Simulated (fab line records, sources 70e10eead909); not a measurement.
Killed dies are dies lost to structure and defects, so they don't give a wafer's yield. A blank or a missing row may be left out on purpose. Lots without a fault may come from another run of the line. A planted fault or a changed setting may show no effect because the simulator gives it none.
fab line records | flow nand_harc
record lots=24 wafers=72 last_day=24
route steps=1159 shown P_CONTACT@242 P_M1@297 P_M2@328
lots that met no fault: from a run of the same line without faults
start_h: hours from the record's first day to the start of the lot's first wafer shown | wait_h: hours since the lot's step before | " the same as in the row above | L1.1+2: a row that stands for several wafers | - no value, or no start given | * or withheld: withheld | < > ~ a bound
route shown NAME@n: a module of which the file shows steps, and the number in the route of the first | usual: mean/standard deviation of fault-free wafers | same: alike in all rows | chamber/n: place in a boat | sites: the reading at each site | _std_site: their standard deviation | _edge_site: outer sites' mean less inner sites' | radius_mm: how far each site lies from the wafer's centre | mask NAME#n: copy n | behind: the tool/chamber that last shaped the wafer | hold: why the lot was held/for how many hours/how that ended | device: the transistor (n, p or np) that didn't switch | end of line: the same wafers' tests at the end of the route | a step without rows: its recipe alone | killed: dies lost to structure and defects at the first sort, not the wafer's yield | map: a wafer's dies, x killed, . not, _ none there
set.NAME: the setting as run; set.NAME@STEP: as run at that earlier step | model.NAME: the simulator's own value behind a step, which no gauge read
steps of the route over a sample of lots; a table a step, a row a wafer
services: from which hour (start_h, from the record's first day; less than 0 if before it) a tool's chamber was out of use, for how many hours, and why
## steps
# step NHARC_P_CONTACT_STRIP_28
# recipe o2_flow_sccm=500 ar_flow_sccm=0 bias_w=0 chemistry=O2
# usual drypump_motor_current_A=5.5/0.44 oes_product_au=0.992/0.011 rf_vpp_V=58.0/0.83 showerhead_plenum_p_Torr=3.59/0.098 throttle_valve_pct=17.038/0.011
# columns lot.wafer tool chamber start_h wait_h drypump_motor_current_A oes_product_au rf_hours_counter_h rf_vpp_V showerhead_plenum_p_Torr throttle_valve_pct
L074.4 rie_diel-02 2 103.79 0.1 6.2 0.999 12 57.6 3.61 17.039
L074.2 " 0 " " 5.9 1.013 14 58.2 3.39 17.045
L074.6 " 2 " " 6.3 1.004 - 57.5 3.61 17.045
L075.3 rie_diel-06 3 119.31 0.1 4.8 0.981 17 58.3 3.71 17.047
L075.1 " 2 " " 5.5 1.008 18 57.2 3.73 17.038
L075.6 " 3 " " 4.9 0.991 - 60.3 3.71 17.039
L076.2 rie_diel-02 0 119.57 0.1 5.9 1.017 16 56.8 3.39 17.049
L076.1 " 3 " " 5.5 1.006 16 58.7 3.76 17.023
L076.6 " 1 " " 5.1 1.001 - 57.2 3.63 17.035
L077.2 rie_diel-02 3 131.68 0.1 5.5 1.008 17 57.5 3.76 17.045
L077.4 " 0 " " 5.9 1.026 17 58.7 3.39 17.033
L077.5 " 2 " " 6.2 0.997 - 57.8 3.61 17.040
L079.1 rie_diel-04 1 133.90 0.1 5.3 0.998 1 57.6 3.47 17.038
L079.4 " 2 " " 4.9 0.993 1 58.8 3.63 17.047
L079.6 " 0 " " 6.0 0.996 - 57.7 3.61 17.042
L078.1 rie_diel-04 3 134.46 0.1 5.3 1.006 1 59.0 3.63 17.040
L078.5 " 0 " " 6.0 0.978 - 57.9 3.61 17.030
L078.6 " 1 " " 5.3 0.999 - 57.9 3.47 17.038
L080.4 rie_diel-04 2 146.43 0.1 4.9 1.000 2 60.1 3.63 17.042
L080.1 " 3 " " 5.3 0.999 2 58.3 3.63 17.033
L080.2 " 1 " " 5.3 0.996 2 57.8 3.47 17.046
L081.2 rie_diel-04 3 154.42 0.1 5.3 0.990 3 57.7 3.63 17.040
L081.4 " 1 " " 5.3 0.982 3 55.8 3.47 17.039
L081.6 " 3 " " 5.3 0.987 - 57.7 3.63 17.031
L082.4 rie_diel-04 3 155.92 0.1 5.3 0.989 3 57.8 3.63 17.034
L082.6 " 2 " " 4.9 0.995 - 59.2 3.63 17.027
L082.5 " 3 " " 5.3 0.994 - 56.3 3.63 17.056
L083.2 rie_diel-02 0 165.98 0.1 5.9 0.999 0 58.8 3.39 17.043
L083.6 " 2 " " 6.2 0.984 - 57.8 3.61 17.038
L083.5 " 3 " " 5.5 0.999 - 58.0 3.76 17.040
L084.3 rie_diel-04 2 170.29 0.1 4.9 0.990 5 56.9 3.63 17.017
L084.2 " 3 " " 5.3 0.987 5 57.2 3.63 17.040
L084.5 " 2 " " 4.9 0.983 - 57.9 3.62 17.049
L087.1 rie_diel-06 1 186.76 0.1 5.6 1.001 41 58.3 3.46 17.025
L087.6 " 0 " " 5.6 0.993 - 57.8 3.62 17.036
L087.5 " 1 " " 5.7 0.994 - 57.1 3.46 17.048
L086.2 rie_diel-02 0 187.30 0.1 5.9 1.012 2 57.9 3.39 17.026
L086.1 " 1 " " 5.0 0.993 2 57.6 3.62 17.052
L086.5 " 1 " " 5.0 0.987 - 58.2 3.62 17.036
L085.3 rie_diel-02 3 187.60 0.1 5.5 0.986 3 57.2 3.76 17.049
L085.2 " 0 " " 5.9 1.007 2 56.9 3.39 17.028
L085.5 " 0 " " 5.9 1.007 - 57.9 3.39 17.031
L089.2 rie_diel-04 0 198.20 0.1 6.0 0.982 7 58.3 3.61 17.016
L089.6 " 1 " " 5.2 0.977 - 58.2 3.47 17.022
L089.5 " 2 " " 4.8 0.991 - 59.1 3.62 17.048
L088.3 rie_diel-04 0 200.45 0.1 6.1 0.987 8 57.2 3.61 17.032
L088.1 " 3 " " 5.3 0.998 7 56.6 3.63 17.015
L088.6 " 0 " " 6.1 0.980 - 57.7 3.61 17.012
L091.2 rie_diel-02 1 204.49 0.1 5.1 0.996 4 56.9 3.62 17.008
L091.4 " 2 " " 6.2 0.977 5 58.4 3.61 17.033
L091.6 " 2 " " 6.3 0.972 - 59.1 3.61 17.048
L090.4 rie_diel-02 0 206.05 0.1 5.9 1.018 5 57.4 3.39 17.036
L090.2 " 2 " " 6.2 0.978 5 58.7 3.61 17.030
L090.5 " 0 " " 5.8 1.012 - 57.3 3.39 17.041
L092.2 rie_diel-04 1 217.42 0.1 5.3 0.978 9 57.5 3.46 17.030
L092.4 " 0 " " 6.0 0.983 9 58.3 3.60 17.044
L092.6 " 2 " " 4.9 0.995 - 58.0 3.62 17.047
L094.2 rie_diel-04 1 233.10 0.1 5.2 0.975 11 58.2 3.46 17.035
L094.6 " 3 " " 5.3 0.995 - 57.5 3.63 17.025
L094.5 " 0 " " 6.0 0.985 - 59.4 3.60 17.036
L093.2 rie_diel-04 1 234.40 0.1 5.3 0.969 11 55.8 3.46 17.051
L093.1 " 2 " " 4.8 0.989 11 58.7 3.62 17.040
L093.6 " 0 " " 6.0 0.981 - 58.2 3.60 17.041
L095.3 rie_diel-04 0 237.62 0.1 6.1 0.976 12 58.9 3.60 17.039
L095.1 " 2 " " 4.9 0.990 11 58.2 3.62 17.034
L095.6 " 0 " " 6.0 0.981 - 60.6 3.60 17.045
L096.4 rie_diel-04 0 242.21 0.1 6.0 0.989 12 56.6 3.60 17.032
L096.1 " 1 " " 5.2 0.967 12 56.2 3.46 17.025
L096.5 " 0 " " 6.0 0.988 - 57.6 3.60 17.031
L097.3 rie_diel-04 3 242.73 0.1 5.3 0.999 11 57.3 3.62 17.045
L097.4 " 1 " " 5.3 0.972 12 58.8 3.46 17.045
L097.6 " 2 " " 4.8 0.995 - 57.4 3.62 17.031
# step NHARC_P_M1_INSPECT_11
# usual raw_defect_count=4.1/2.6
# columns lot.wafer tool chamber start_h wait_h raw_defect_count
L074.2 defect_inspect-01 - 110.93 0.0 4
L074.4 " - " " 6
L074.6 " - " " 4
L075.1 defect_inspect-02 - 133.61 0.0 2
L075.3 " - " " 4
L075.6 " - " " 3
L076.1 defect_inspect-01 - 133.98 0.0 7
L076.2 " - " " 7
L076.6 " - " " 7
L077.2 defect_inspect-02 - 144.22 0.0 5
L077.4 " - " " 6
L077.5 " - " " 11
L078.1 defect_inspect-02 - 148.24 0.0 2
L078.5 " - " " 3
L078.6 " - " " 4
L079.1 defect_inspect-01 - 148.69 0.1 2
L079.4 " - " " 6
L079.6 " - " " 2
L080.1 defect_inspect-01 - 153.64 0.0 2
L080.2 " - " " 2
L080.4 " - " " 4
L081.2 defect_inspect-01 - 162.63 0.0 10
L081.4 " - " " 3
L081.6 " - " " 2
L082.4 defect_inspect-01 - 163.56 0.0 3
L082.5 " - " " 4
L082.6 " - " " 8
L083.2 defect_inspect-02 - 173.09 0.0 4
L083.5 " - " " 4
L083.6 " - " " 3
L084.2 defect_inspect-02 - 177.76 0.0 11
L084.3 " - " " 5
L084.5 " - " " 6
L087.1 defect_inspect-01 - 194.05 0.0 5
L087.5 " - " " 8
L087.6 " - " " 2
L086.1 defect_inspect-01 - 194.95 0.0 6
L086.2 " - " " 1
L086.5 " - " " 4
L085.2 defect_inspect-02 - 195.18 0.0 1
L085.3 " - " " 0
L085.5 " - " " 2
L089.2 defect_inspect-02 - 211.44 0.0 5
L089.5 " - " " 5
L089.6 " - " " 3
L088.1 defect_inspect-02 - 212.99 0.0 2
L088.3 " - " " 3
L088.6 " - " " 3
L091.2 defect_inspect-02 - 213.49 0.0 1
L091.4 " - " " 2
L091.6 " - " " 4
L090.2 defect_inspect-01 - 218.37 0.0 5
L090.4 " - " " 2
L090.5 " - " " 2
L092.2 defect_inspect-01 - 224.66 0.0 4
L092.4 " - " " 1
L092.6 " - " " 3
L094.2 defect_inspect-01 - 243.11 0.0 6
L094.5 " - " " 5
L094.6 " - " " 4
L093.1 defect_inspect-01 - 243.30 0.0 5
L093.2 " - " " 4
L093.6 " - " " 6
L095.1 defect_inspect-01 - 245.34 0.0 3
L095.3 " - " " 1
L095.6 " - " " 1
L096.1 defect_inspect-02 - 249.62 0.0 2
L096.4 " - " " 4
L096.5 " - " " 2
L097.3 defect_inspect-01 - 250.15 0.0 10
L097.4 " - " " 5
L097.6 " - " " 7
# step NHARC_P_M1_ETCH_15
# recipe target_depth_a=1825 time_s=91.2 c4f8_flow_sccm=withheld ar_flow_sccm=400 rf_w=600 bias_w=300 chemistry=C4F8/Ar
# usual oes_product_au=0.955/0.019 rf_vpp_V=442.2/2.6
# columns lot.wafer tool chamber start_h wait_h oes_product_au rf_hours_counter_h rf_vpp_V
L074.4 rie_diel-12 2 - - 0.951 2 441.6
L074.2 " 3 " " 0.940 2 442.0
L074.6 " 1 " " 0.963 - 445.2
L075.3 rie_diel-10 3 - - 0.932 9 444.9
L075.1 " 1 " " 0.909 10 440.0
L075.6 " 0 " " 0.928 - 438.7
L076.1 rie_diel-10 1 - - 0.919 10 439.9
L076.2 " 3 " " 0.923 10 445.6
L076.6 " 1 " " 0.917 - 438.8
L077.2 rie_diel-12 0 - - 0.954 2 443.2
L077.4 " 1 " " 0.992 3 443.9
L077.5 " 2 " " 0.968 - 443.3
L078.1 rie_diel-12 3 - - 0.938 3 442.6
L078.5 " 3 " " 0.932 - 441.1
L078.6 " 0 " " 0.947 - 444.4
L079.4 rie_diel-12 0 - - 0.969 2 443.2
L079.1 " 2 " " 0.954 3 443.5
L079.6 " 3 " " 0.958 - 442.2
L080.4 rie_diel-10 1 - - 0.911 11 439.1
L080.2 " 2 " " 0.913 10 438.7
L080.1 " 3 " " 0.934 11 445.0
L081.2 rie_diel-05 1 - - 0.970 12 445.0
L081.4 " 2 " " 0.979 11 439.7
L081.6 " 3 " " 0.970 - 441.1
L082.4 rie_diel-12 3 - - 0.904 3 442.1
L082.5 " 3 " " 0.917 - 442.0
L082.6 " 0 " " 0.931 - 444.7
L083.2 rie_diel-12 2 - - 0.944 3 442.0
L083.6 " 2 " " 0.938 - 444.8
L083.5 " 3 " " 0.960 - 443.0
L084.2 rie_diel-12 0 - - 0.942 3 445.1
L084.3 " 2 " " 0.968 3 443.0
L084.5 " 0 " " 0.945 - 446.5
L087.1 rie_diel-12 3 - - 0.953 4 443.5
L087.5 " 3 " " 0.953 - 443.0
L087.6 " 0 " " 0.931 - 444.4
L086.2 rie_diel-05 2 - - 0.994 1 438.4
L086.1 " 3 " " 0.959 1 439.1
L086.5 " 1 " " 0.966 - 443.3
L085.3 rie_diel-10 2 - - 0.975 1 437.9
L085.2 " 3 " " 0.949 1 443.6
L085.5 " 2 " " 0.975 - 438.8
L089.2 rie_diel-12 1 - - 0.972 0 445.4
L089.5 " 2 " " 0.945 - 444.3
L089.6 " 3 " " 0.939 - 440.4
L088.3 rie_diel-05 0 - - 0.966 2 443.4
L088.1 " 1 " " 0.949 2 445.4
L088.6 " 3 " " 0.963 - 441.2
L091.4 rie_diel-05 3 - - 0.963 3 440.5
L091.2 " 2 " " 0.983 3 440.5
L091.6 " 0 " " 0.962 - 444.0
L090.4 rie_diel-10 2 - - 0.961 4 437.4
L090.2 " 0 " " 0.974 5 438.9
L090.5 " 1 " " 0.948 - 438.6
L092.2 rie_diel-12 2 - - 0.961 0 443.0
L092.4 " 3 " " 0.947 0 444.0
L092.6 " 0 " " 0.945 - 445.1
L094.2 rie_diel-12 0 - - 0.944 1 446.2
L094.6 " 1 " " 0.952 - 445.1
L094.5 " 2 " " 0.958 - 441.8
L093.1 rie_diel-05 3 - - 0.953 4 441.2
L093.2 " 0 " " 0.952 4 442.2
L093.6 " 2 " " 0.977 - 440.3
L095.3 rie_diel-05 1 - - 0.972 3 443.1
L095.1 " 2 " " 0.988 4 438.8
L095.6 " 1 " " 0.967 - 444.1
L096.4 rie_diel-10 0 - - 0.960 8 439.4
L096.1 " 1 " " 0.963 6 437.5
L096.5 " 3 " " 0.963 - 443.8
L097.3 rie_diel-10 3 - - 0.981 8 444.3
L097.4 " 0 " " 0.966 8 439.4
L097.6 " 1 " " 0.951 - 438.2
# step NHARC_P_M1_ETCH_28
# recipe target_depth_a=300 over_etch_frac=0.3 time_s=72.99 ion_energy_ev=150 cf4_flow_sccm=50 n2_flow_sccm=100 ar_flow_sccm=150 rf_w=300 bias_w=100 chemistry=CF4/N2
# usual cf4_flow_sccm=50.01/0.14 drypump_motor_current_A=5.6/0.45 oes_product_au=0.996/0.012 rf_vpp_V=315.0/2 showerhead_plenum_p_Torr=2.67/0.11 throttle_valve_pct=19.795/0.0085
# columns lot.wafer tool chamber start_h wait_h cf4_flow_sccm drypump_motor_current_A oes_product_au rf_hours_counter_h rf_vpp_V showerhead_plenum_p_Torr throttle_valve_pct
L074.4 rie_diel-10 3 - - 50.21 5.0 1.000 7 316.2 2.81 19.799
L074.2 " 2 " " 49.69 5.3 0.978 8 312.3 2.52 19.801
L074.6 " 3 " " 50.06 5.0 1.002 - 316.3 2.81 19.796
L075.1 rie_diel-12 1 - - 49.83 6.2 0.994 3 316.9 2.78 19.803
L075.3 " 3 " " 49.99 5.3 0.968 2 317.0 2.71 19.797
L075.6 " 1 " " 49.84 6.2 1.001 - 317.9 2.78 19.797
L076.1 rie_diel-10 2 - - 50.20 5.3 0.985 9 313.7 2.52 19.797
L076.2 " 3 " " 50.17 5.0 0.992 10 318.2 2.81 19.792
L076.6 " 1 " " 49.69 5.7 0.985 - 313.2 2.55 19.783
L077.2 rie_diel-10 2 - - 49.98 5.3 0.998 10 312.2 2.52 19.785
L077.4 " 0 " " 49.94 5.8 0.994 10 312.5 2.54 19.790
L077.5 " 3 " " 49.93 5.0 0.996 - 317.7 2.81 19.790
L078.1 rie_diel-10 0 - - 50.10 5.8 1.012 11 313.0 2.54 19.784
L078.5 " 0 " " 50.07 5.8 1.002 - 311.8 2.54 19.801
L078.6 " 1 " " 50.07 5.7 0.975 - 313.4 2.55 19.790
L079.4 rie_diel-10 3 - - 50.05 5.0 1.007 11 317.6 2.81 19.790
L079.1 " 0 " " 50.08 5.8 1.019 11 313.1 2.54 19.787
L079.6 " 2 " " 49.97 5.3 0.989 - 312.1 2.52 19.797
L080.1 rie_diel-05 0 - - 50.10 5.5 0.982 11 315.4 2.74 19.809
L080.4 " 1 " " 49.94 6.7 1.020 12 317.9 2.80 19.788
L080.2 " 3 " " 49.93 5.7 0.984 11 315.7 2.65 19.782
L081.2 rie_diel-10 0 - - 50.13 5.8 1.016 12 312.8 2.54 19.808
L081.6 " 3 " " 50.22 5.0 1.008 - 317.3 2.81 19.789
L081.4 " 0 " " 49.95 5.8 1.006 - 313.1 2.54 19.791
L082.4 rie_diel-12 2 - - 49.90 5.2 0.995 3 316.7 2.70 19.793
L082.6 " 0 " " 50.23 5.3 0.982 - 318.4 2.80 19.795
L082.5 " 1 " " 50.28 6.2 0.992 - 316.7 2.78 19.779
L083.2 rie_diel-10 1 - - 50.17 5.7 0.983 13 313.5 2.55 19.797
L083.5 " 1 " " 50.11 5.7 0.972 - 313.3 2.55 19.797
L083.6 " 2 " " 50.19 5.3 0.987 - 313.6 2.52 19.805
L084.2 rie_diel-05 1 - - 50.02 6.6 1.010 0 317.1 2.80 19.791
L084.3 " 2 " " 49.86 5.3 1.009 0 314.4 2.57 19.792
L084.5 " 1 " " 50.23 6.7 1.008 - 316.8 2.80 19.794
L087.1 rie_diel-10 0 - - 50.19 5.8 1.013 1 313.3 2.54 19.806
L087.6 " 3 " " 50.00 5.0 0.998 - 317.0 2.81 19.799
L087.5 " 0 " " 50.11 5.8 0.997 - 312.7 2.54 19.795
L086.1 rie_diel-05 1 - - 49.93 6.7 0.997 1 316.4 2.80 19.785
L086.2 " 2 " " 49.96 5.3 1.021 1 313.8 2.57 19.788
L086.5 " 1 " " 49.98 6.7 1.009 - 317.5 2.80 19.793
L085.2 rie_diel-10 1 - - 49.89 5.7 1.001 1 314.7 2.55 19.782
L085.3 " 2 " " 49.84 5.3 0.986 1 312.1 2.52 19.797
L085.5 " 0 " " 49.88 5.8 1.003 - 312.2 2.54 19.795
L089.2 rie_diel-05 1 - - 49.92 6.7 1.009 2 317.5 2.80 19.794
L089.6 " 1 " " 49.93 6.6 1.008 - 317.0 2.80 19.800
L089.5 " 2 " " 50.08 5.3 1.010 - 313.5 2.57 19.803
L088.3 rie_diel-10 1 - - 49.89 5.7 0.994 3 313.7 2.55 19.790
L088.1 " 2 " " 50.36 5.3 0.978 3 312.0 2.52 19.792
L088.6 " 1 " " 49.86 5.7 0.993 - 313.4 2.55 19.798
L091.4 rie_diel-12 3 - - 49.89 5.3 0.985 0 314.8 2.71 19.788
L091.2 " 0 " " 50.27 5.3 0.992 0 316.9 2.80 19.785
L091.6 " 2 " " 49.93 5.2 0.994 - 315.7 2.70 19.804
L090.4 rie_diel-05 3 - - 49.94 5.7 1.003 3 315.4 2.64 19.800
L090.2 " 1 " " 50.28 6.7 0.995 3 316.9 2.80 19.786
L090.5 " 0 " " 49.83 5.5 1.010 - 316.4 2.73 19.778
L092.2 rie_diel-12 2 - - 49.80 5.2 0.999 0 317.2 2.70 19.791
L092.4 " 3 " " 49.67 5.3 0.975 0 314.4 2.71 19.779
L092.6 " 2 " " 50.21 5.2 0.996 - 314.9 2.70 19.801
L094.2 rie_diel-10 2 - - 50.23 5.3 0.982 6 311.7 2.52 19.786
L094.6 " 3 " " 49.90 5.0 0.998 - 316.2 2.81 19.789
L094.5 " 0 " " 49.93 5.8 1.005 - 312.4 2.54 19.798
L093.2 rie_diel-12 2 - - 50.05 5.2 1.001 1 314.3 2.70 19.796
L093.1 " 3 " " 49.94 5.3 0.971 1 316.1 2.71 19.784
L093.6 " 1 " " 49.90 6.2 0.991 - 316.9 2.78 19.807
L095.3 rie_diel-12 0 - - 50.12 5.4 0.986 1 317.4 2.80 19.792
L095.1 " 2 " " 49.80 5.2 1.003 1 315.6 2.70 19.799
L095.6 " 3 " " 49.92 5.3 0.982 - 316.0 2.71 19.786
L096.1 rie_diel-12 2 - - 49.98 5.2 0.998 1 316.5 2.70 19.798
L096.4 " 0 " " 49.87 5.4 0.989 1 316.0 2.80 19.785
L096.5 " 1 " " 50.21 6.2 1.009 - 315.3 2.78 19.794
L097.3 rie_diel-05 1 - - 50.06 6.7 1.004 5 315.7 2.80 19.783
L097.4 " 3 " " 50.13 5.7 0.994 5 315.3 2.64 19.803
L097.6 " 0 " " 50.07 5.5 1.008 - 316.5 2.73 19.791
# step NHARC_P_M1_CMP_23
# recipe t_overpolish_s=20 target_thk_nm=157.82
# usual motor_current_A=12.3/0.69 pad_life_wafers=258/190 time_to_endpoint_s=30/3.6
# columns lot.wafer tool chamber start_h wait_h motor_current_A pad_life_wafers time_to_endpoint_s
L074.2 cmp-02 3 113.17 - 12.1 498 30
L074.4 " 2 " " 13.5 501 35
L074.6 " 3 " " 12.4 - 29
L075.3 cmp-02 0 135.83 - 11.1 14 25
L075.1 " 1 " " 12.7 15 33
L075.6 " 3 " " 12.5 - 26
L076.1 cmp-04 1 136.20 - 12.0 128 29
L076.2 " 2 " " 11.8 129 31
L076.6 " 0 " " 13.2 - 27
L077.2 cmp-03 0 146.59 - 12.2 553 31
L077.4 " 1 " " 10.9 554 24
L077.5 " 3 " " 12.9 - 27
L078.1 cmp-02 3 150.50 - 13.0 99 30
L078.6 " 0 " " 11.2 - 29
L078.5 " 1 " " 12.9 - 32
L079.1 cmp-03 0 150.90 - 12.5 570 33
L079.4 " 1 " " 11.8 571 26
L079.6 " 0 " " 12.9 - 35
L080.4 cmp-03 0 155.84 - 12.1 601 38
L080.1 " 1 " " 11.9 602 29
L080.2 " 2 " " 12.5 603 30
L081.2 cmp-02 1 164.92 - 13.0 194 28
L081.4 " 2 " " 12.8 195 34
L081.6 " 3 " " 11.8 - 26
L082.4 cmp-04 1 165.78 - 12.3 336 31
L082.6 " 1 " " 11.6 - 34
L082.5 " 2 " " 11.8 - 31
L083.2 cmp-03 1 175.28 - 11.6 61 28
L083.5 " 0 " " 12.4 - 36
L083.6 " 1 " " 11.1 - 28
L084.2 cmp-03 3 179.92 - 13.1 72 30
L084.3 " 2 " " 12.6 75 26
L084.5 " 0 " " 11.3 - 33
L087.1 cmp-04 0 196.29 - 12.5 488 24
L087.5 " 2 " " 11.2 - 27
L087.6 " 3 " " 11.4 - 27
L086.1 cmp-03 3 197.14 - 13.9 180 28
L086.2 " 0 " " 12.2 181 33
L086.5 " 3 " " 12.4 - 28
L085.2 cmp-02 0 197.55 - 11.7 372 24
L085.3 " 2 " " 13.4 374 32
L085.5 " 0 " " 11.0 - 23
L089.2 cmp-04 0 213.67 - 12.7 20 28
L089.6 " 2 " " 12.4 - 27
L089.5 " 3 " " 11.8 - 33
L088.1 cmp-02 3 215.18 - 12.3 463 27
L088.3 " 1 " " 12.8 465 28
L088.6 " 3 " " 13.0 - 28
L091.4 cmp-04 3 215.66 - 11.5 24 34
L091.2 " 0 " " 13.1 25 27
L091.6 " 3 " " 12.2 - 34
L090.2 cmp-03 3 220.82 - 12.7 282 31
L090.4 " 1 " " 12.3 284 28
L090.5 " 0 " " 12.6 - 32
L092.4 cmp-04 2 226.89 - 11.9 110 32
L092.2 " 3 " " 11.2 111 37
L092.6 " 1 " " 12.1 - 32
L094.2 cmp-02 3 245.48 - 12.1 117 28
L094.6 " 0 " " 11.8 - 27
L094.5 " 1 " " 12.5 - 30
L093.2 cmp-04 1 245.55 - 12.1 187 27
L093.1 " 3 " " 12.0 189 27
L093.6 " 0 " " 13.0 - 21
L095.1 cmp-03 1 247.96 - 11.2 438 29
L095.3 " 0 " " 12.5 441 39
L095.6 " 2 " " 13.0 - 32
L096.4 cmp-04 3 251.79 - 12.0 216 28
L096.1 " 2 " " 11.6 219 25
L096.5 " 0 " " 13.1 - 23
L097.3 cmp-02 1 252.33 - 12.8 156 32
L097.4 " 2 " " 13.0 157 34
L097.6 " 2 " " 12.9 - 35
# step NHARC_P_M2_CD_MEAS_09
# recipe target_cd_nm=170 landing_energy_ev=500
# usual cd_nm=169.7/0.63
# columns lot.wafer tool chamber start_h wait_h cd_nm
L074.2 cd_sem-02 0 114.91 - 170.1
L074.4 " 0 " " 169.7
L074.6 " 0 " " 169.2
L075.1 cd_sem-02 0 137.63 - 168.8
L075.3 " 0 " " 168.8
L075.6 " 0 " " 168.3
L076.1 cd_sem-02 0 137.86 - 168.9
L076.2 " 0 " " 170.7
L076.6 " 0 " " 168.7
L077.2 cd_sem-03 0 148.39 - 169.7
L077.4 " 0 " " 170.2
L077.5 " 0 " " 169.2
L078.1 cd_sem-02 0 152.26 - 170.8
L078.5 " 0 " " 169.5
L078.6 " 0 " " 169.9
L079.1 cd_sem-02 0 152.77 - 170.0
L079.4 " 0 " " 170.6
L079.6 " 0 " " 170.9
L080.1 cd_sem-01 0 157.55 - 170.3
L080.2 " 0 " " 168.7
L080.4 " 0 " " 169.5
L081.2 cd_sem-03 0 166.75 - 169.5
L081.4 " 0 " " 169.2
L081.6 " 0 " " 169.5
L082.4 cd_sem-01 0 167.82 - 169.2
L082.5 " 0 " " 168.6
L082.6 " 0 " " 169.0
L083.2 cd_sem-01 0 177.00 - 169.8
L083.5 " 0 " " 169.3
L083.6 " 0 " " 169.8
L084.2 cd_sem-02 0 181.80 - 169.2
L084.3 " 0 " " 170.0
L084.5 " 0 " " 170.1
L087.1 cd_sem-02 0 198.29 - 169.2
L087.5 " 0 " " 170.4
L087.6 " 0 " " 170.2
L086.1 cd_sem-02 0 199.03 - 169.3
L086.2 " 0 " " 168.5
L086.5 " 0 " " 168.9
L085.2 cd_sem-03 0 199.39 - 170.0
L085.3 " 0 " " 170.2
L085.5 " 0 " " 170.5
L089.2 cd_sem-02 0 215.52 - 169.7
L089.5 " 0 " " 169.8
L089.6 " 0 " " 170.4
L088.1 cd_sem-01 0 217.01 - 169.3
L088.3 " 0 " " 168.8
L088.6 " 0 " " 168.9
L091.2 cd_sem-03 0 217.42 - 168.5
L091.4 " 0 " " 169.1
L091.6 " 0 " " 169.3
L090.2 cd_sem-01 0 222.72 - 169.7
L090.4 " 0 " " 169.1
L090.5 " 0 " " 169.7
L092.2 cd_sem-01 0 228.63 - 169.7
L092.4 " 0 " " 169.1
L092.6 " 0 " " 170.3
L094.2 cd_sem-02 0 247.60 - 169.2
L094.5 " 0 " " 170.0
L094.6 " 0 " " 168.5
L093.1 cd_sem-01 0 247.76 - 169.7
L093.2 " 0 " " 168.9
L093.6 " 0 " " 170.9
L095.1 cd_sem-02 0 249.68 - 170.0
L095.3 " 0 " " 170.0
L095.6 " 0 " " 170.7
L096.1 cd_sem-02 0 253.55 - 170.5
L096.4 " 0 " " 169.2
L096.5 " 0 " " 169.2
L097.3 cd_sem-02 0 254.19 - 170.0
L097.4 " 0 " " 170.7
L097.6 " 0 " " 169.4
## services
# columns tool chamber start_h hours kind
rie_diel-02 0 80.11 1.4 repair
cmp-03 - 87.09 2.4 repair
rie_diel-12 2 96.98 3.2 repair
cmp-04 - 104.48 0.5 repair
cmp-04 - 105.16 4.0 pm
rie_diel-04 - 112.00 9.0 pm
rie_diel-12 - 113.46 1.5 repair
cmp-02 - 119.94 0.5 repair
rie_diel-12 0 127.58 6.1 repair
cmp-02 - 128.50 4.0 pm
rie_diel-02 - 150.70 9.0 pm
cmp-03 - 156.00 4.0 pm
rie_diel-10 2 161.02 4.8 repair
rie_diel-05 - 163.70 9.0 pm
cmp-03 - 164.57 2.1 repair
rie_diel-10 0 165.64 6.9 repair
cmp-03 - 174.44 0.8 repair
rie_diel-10 - 176.50 9.0 pm
rie_diel-04 - 184.48 1.1 repair
cmp-02 - 197.89 0.6 repair
cmp-03 - 201.41 2.5 repair
rie_diel-12 - 202.43 9.0 pm
cmp-02 - 203.08 0.8 repair
rie_diel-10 1 238.02 9.0 repair
## key
fault none
